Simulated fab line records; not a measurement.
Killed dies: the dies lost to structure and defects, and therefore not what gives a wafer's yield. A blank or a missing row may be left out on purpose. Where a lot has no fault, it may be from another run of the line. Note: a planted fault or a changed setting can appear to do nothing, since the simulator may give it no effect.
Which tool was responsible? :: flow n5_finfet :: Sampling: 12 lots, 36 wafers, 3 of 1938 route steps

## WHAT THE GAUGES READ, wafer by wafer
N5_PASSIVATION_CD_MEAS_44: target cd 40000 nm.
lot: L159
measured: day 14 09:40
on: cd_sem-01
cd_nm (nm): 40000 39997 40002

lot: L160
measured: day 14 02:38
on: cd_sem-01
cd_nm (nm): 40002 40000 40004

lot: L164
measured: day 15 11:10
on: cd_sem-03
cd_nm (nm): 39998 39994 39996

lot: L166
measured: day 15 13:49
on: cd_sem-03
cd_nm (nm): 40006 40007 40006

lot: L167
measured: day 16 09:56
on: cd_sem-03
cd_nm (nm): 40002 39999 40002

lot: L169
measured: day 16 20:02
on: cd_sem-03
cd_nm (nm): 39994 39994 39994

lot: L171
measured: day 16 19:37
on: cd_sem-03
cd_nm (nm): 39998 39998 39997

lot: L175
measured: day 19 16:56
on: cd_sem-03
cd_nm (nm): 39994 39994 39997

lot: L177
measured: day 19 01:38
on: cd_sem-03
cd_nm (nm): 39995 39994 39998

lot: L178
measured: day 18 00:43
on: cd_sem-03
cd_nm (nm): 39997 40000 40005

lot: L180
measured: day 19 16:24
on: cd_sem-01
cd_nm (nm): 39998 39999 40000

lot: L182
measured: day 20 17:26
on: cd_sem-03
cd_nm (nm): 39999 40001 39997

## WHICH TOOL RAN EACH LOT (tool, then ch and the chambers of the sampled wafers, then the start)
lot: L159
N5_HKMG_FIN_ALD_21: ald_metal-03 ch 0,3, day 4 08:43
N5_PASSIVATION_SPUTTER_20: pvd_sputter-02, day 14 07:13

lot: L160
N5_HKMG_FIN_ALD_21: ald_metal-03 ch 1,2, day 4 13:36
N5_PASSIVATION_SPUTTER_20: pvd_sputter-03, day 14 00:02

lot: L164
N5_HKMG_FIN_ALD_21: ald_metal-03 ch 0,1,2, day 5 14:28
N5_PASSIVATION_SPUTTER_20: pvd_sputter-03, day 15 07:56

lot: L166
N5_HKMG_FIN_ALD_21: ald_metal-02 ch 0,1, day 6 01:59
N5_PASSIVATION_SPUTTER_20: pvd_sputter-02, day 15 11:21

lot: L167
N5_HKMG_FIN_ALD_21: ald_metal-02 ch 0,3, day 6 08:26
N5_PASSIVATION_SPUTTER_20: pvd_sputter-02, day 16 07:20

lot: L169
N5_HKMG_FIN_ALD_21: ald_metal-03 ch 0,2,3, day 6 22:13
N5_PASSIVATION_SPUTTER_20: pvd_sputter-02, day 16 17:40

lot: L171
N5_HKMG_FIN_ALD_21: ald_metal-03 ch 0,1,3, day 7 09:34
N5_PASSIVATION_SPUTTER_20: pvd_sputter-03, day 16 17:14

lot: L175
N5_HKMG_FIN_ALD_21: ald_metal-03 ch 0,1,2, day 8 08:36
N5_PASSIVATION_SPUTTER_20: pvd_sputter-01, day 19 14:26

lot: L177
N5_HKMG_FIN_ALD_21: ald_metal-03 ch 0,1, day 8 19:37
N5_PASSIVATION_SPUTTER_20: pvd_sputter-02, day 18 23:10

lot: L178
N5_HKMG_FIN_ALD_21: ald_metal-02 ch 0,1,3, day 9 03:00
N5_PASSIVATION_SPUTTER_20: pvd_sputter-03, day 17 21:57

lot: L180
N5_HKMG_FIN_ALD_21: ald_metal-01 ch 1,2, day 9 16:28
N5_PASSIVATION_SPUTTER_20: pvd_sputter-03, day 19 13:41

lot: L182
N5_HKMG_FIN_ALD_21: ald_metal-01 ch 0,1, day 10 06:13
N5_PASSIVATION_SPUTTER_20: pvd_sputter-01, day 20 14:41
- N5_HKMG_FIN_ALD_21: deposits TiN, target thk 1.5 nm, pulse time 1 s, purge time 3 s.
- N5_PASSIVATION_SPUTTER_20: material TaN, target thk 50 nm.

## WHAT THE TOOLS THEMSELVES READ (means of the sampled wafers that have a number; where no wafer has one, the mark that the record gives instead)
N5_HKMG_FIN_ALD_21.
lot: L159
tool: ald_metal-03
heater_power_w (W): 824
precursor_pulse_height_rel: 0.989
susceptor_temp_C (C): 400.09

lot: L160
tool: ald_metal-03
heater_power_w (W): 922
precursor_pulse_height_rel: 1.017
susceptor_temp_C (C): 400.14

lot: L164
tool: ald_metal-03
heater_power_w (W): 864
precursor_pulse_height_rel: 1.003
susceptor_temp_C (C): 399.90

lot: L166
tool: ald_metal-02
heater_power_w (W): 870
precursor_pulse_height_rel: 1.009
susceptor_temp_C (C): 400.04

lot: L167
tool: ald_metal-02
heater_power_w (W): 808
precursor_pulse_height_rel: 1.010
susceptor_temp_C (C): 400.05

lot: L169
tool: ald_metal-03
heater_power_w (W): 852
precursor_pulse_height_rel: 0.988
susceptor_temp_C (C): 399.90

lot: L171
tool: ald_metal-03
heater_power_w (W): 834
precursor_pulse_height_rel: 0.983
susceptor_temp_C (C): 399.90

lot: L175
tool: ald_metal-03
heater_power_w (W): 885
precursor_pulse_height_rel: 1.010
susceptor_temp_C (C): 399.95

lot: L177
tool: ald_metal-03
heater_power_w (W): 831
precursor_pulse_height_rel: 1.011
susceptor_temp_C (C): 400.03

lot: L178
tool: ald_metal-02
heater_power_w (W): 836
precursor_pulse_height_rel: 1.017
susceptor_temp_C (C): 400.04

lot: L180
tool: ald_metal-01
heater_power_w (W): 789
precursor_pulse_height_rel: 1.003
susceptor_temp_C (C): 399.90

lot: L182
tool: ald_metal-01
heater_power_w (W): 774
precursor_pulse_height_rel: 1.010
susceptor_temp_C (C): 399.88

N5_PASSIVATION_SPUTTER_20.
lot: L159
tool: pvd_sputter-02
susceptor_temp_C (C): 24.99
throttle_valve_pct (%): 30.6

lot: L160
tool: pvd_sputter-03
susceptor_temp_C (C): 24.93
throttle_valve_pct (%): 30.2

lot: L164
tool: pvd_sputter-03
susceptor_temp_C (C): 24.95
throttle_valve_pct (%): 29.8

lot: L166
tool: pvd_sputter-02
susceptor_temp_C (C): 25.07
throttle_valve_pct (%): 29.8

lot: L167
tool: pvd_sputter-02
susceptor_temp_C (C): 25.00
throttle_valve_pct (%): 28.6

lot: L169
tool: pvd_sputter-02
susceptor_temp_C (C): 24.97
throttle_valve_pct (%): 29.2

lot: L171
tool: pvd_sputter-03
susceptor_temp_C (C): 25.02
throttle_valve_pct (%): 29.7

lot: L175
tool: pvd_sputter-01
susceptor_temp_C (C): 24.91
throttle_valve_pct (%): 29.7

lot: L177
tool: pvd_sputter-02
susceptor_temp_C (C): 24.91
throttle_valve_pct (%): 29.3

lot: L178
tool: pvd_sputter-03
susceptor_temp_C (C): 24.94
throttle_valve_pct (%): 28.9

lot: L180
tool: pvd_sputter-03
susceptor_temp_C (C): 24.91
throttle_valve_pct (%): 27.8

lot: L182
tool: pvd_sputter-01
susceptor_temp_C (C): 24.96
throttle_valve_pct (%): 29.2

## THE ANSWER, worked out from the rows above alone
Rule: usual is defined by the lots themselves. Put in order of their means at a reading, lots are off if they are a third of the lots or fewer, leave a main group of 4 or more, and stand apart from it by a gap of 3 or more times the standard deviation of the main group's means; of several such gaps the widest counts. The tables above print the reading to a certain number of digits; a main group whose means all agree to those digits is not used. Also off: a lot with no number at a reading for which 4 or more lots have one. Any other lot the step has rows for is counted as sound. The gauges are gone through in route order, then the tools' own readings, and for those a lot's mean is taken as printed above. At the first step where some lot is off, the reading lying furthest off is the one used; lots without a number count as furthest.
No lot is off on any of the readings shown, so nothing can be concluded from this.

## WHAT HAD BEEN PUT IN BY THE SIMULATOR
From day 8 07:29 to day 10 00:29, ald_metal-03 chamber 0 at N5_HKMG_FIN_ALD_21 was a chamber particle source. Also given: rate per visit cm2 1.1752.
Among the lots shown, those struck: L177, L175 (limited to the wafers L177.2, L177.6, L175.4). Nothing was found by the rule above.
